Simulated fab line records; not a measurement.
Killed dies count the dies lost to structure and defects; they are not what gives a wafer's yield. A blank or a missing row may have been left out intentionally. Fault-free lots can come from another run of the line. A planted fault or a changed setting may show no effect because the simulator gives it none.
One fault through the eyes of 3 desks    flow n5 finfet    each desk has only its own numbers; what lay behind them comes last

== THE DEFECT DESK ==
What the inspections along the route counted, lot by lot: means of the sampled wafers that have a number. The brackets show how far a lot's mean lies from the usual mean; more than 4 standard deviations puts the lot out of limits, marked OUT.
Columns: A = raw defect count at N5_BEOL_M10_INSPECT_13, usual 386
lot   first seen here  A
L669  day 11 01:27     392
L671  day 11 05:29     436
L678  day 13 03:38     356
L681  day 13 19:15     412
L689  day 15 22:59     492
Result from this desk: across the 5 lots, nothing is out of limits.

== THE TOOL OWNER'S DESK: rie diel-01 ==
The tool's own readings at N5_BEOL_M10_DESCUM_16 (chemistry O2, time 7.9 s): means of the sampled wafers that have a number, for each lot that ran on this tool. The brackets show how far a lot's mean lies from the usual mean; more than 4 standard deviations puts the lot out of limits, marked OUT.
Columns: A = drypump motor current A at N5_BEOL_M10_DESCUM_16, usual 5.7 A; B = o2 flow sccm at N5_BEOL_M10_DESCUM_16, usual 225.0 sccm; C = oes product au at N5_BEOL_M10_DESCUM_16, usual 0.79 a.u.; D = rf vpp V at N5_BEOL_M10_DESCUM_16, usual 242.7 V; E = showerhead plenum p Torr at N5_BEOL_M10_DESCUM_16, usual 2.07 Torr; F = throttle valve pct at N5_BEOL_M10_DESCUM_16, usual 20.53 %
lot   first seen here  A    B      C     D      E     F
L671  day 11 05:31     5.9  225.3  0.71  243.5  2.07  20.70
L678  day 13 03:41     5.4  225.6  0.72  244.2  2.12  20.63
Result from this desk: across the 2 lots, nothing is out of limits.

== METROLOGY DESK ==
Lot by lot, what the gauges showed, no matter which tool ran the lot: averages of those sampled wafers that carry a number. The brackets show how far a lot's mean lies from the usual mean; more than 4 standard deviations puts the lot out of limits, marked OUT.
Columns: A = cd nm at N5_BEOL_M10_CD_MEAS_11, usual 64.2 nm; B = M10_OVL at N5_BEOL_M10_OVL_MEAS_12, usual 0.5 nm
lot   first seen here  A     B
L669  day 11 01:24     64.4  -0.6
L671  day 11 05:26     64.4  2.0
L678  day 13 03:35     64.4  1.1
L681  day 13 19:12     63.8  0.8
L689  day 15 22:56     64.3  1.1
Result from this desk: across the 5 lots, nothing is out of limits.

== TAKEN TOGETHER ==
Nothing out of limits was seen by the defect desk.
Nothing out of limits was seen by the tool owner's desk.
At the metrology desk, nothing out of limits was observed.

== WHAT HAD BEEN PUT IN BY THE SIMULATOR ==
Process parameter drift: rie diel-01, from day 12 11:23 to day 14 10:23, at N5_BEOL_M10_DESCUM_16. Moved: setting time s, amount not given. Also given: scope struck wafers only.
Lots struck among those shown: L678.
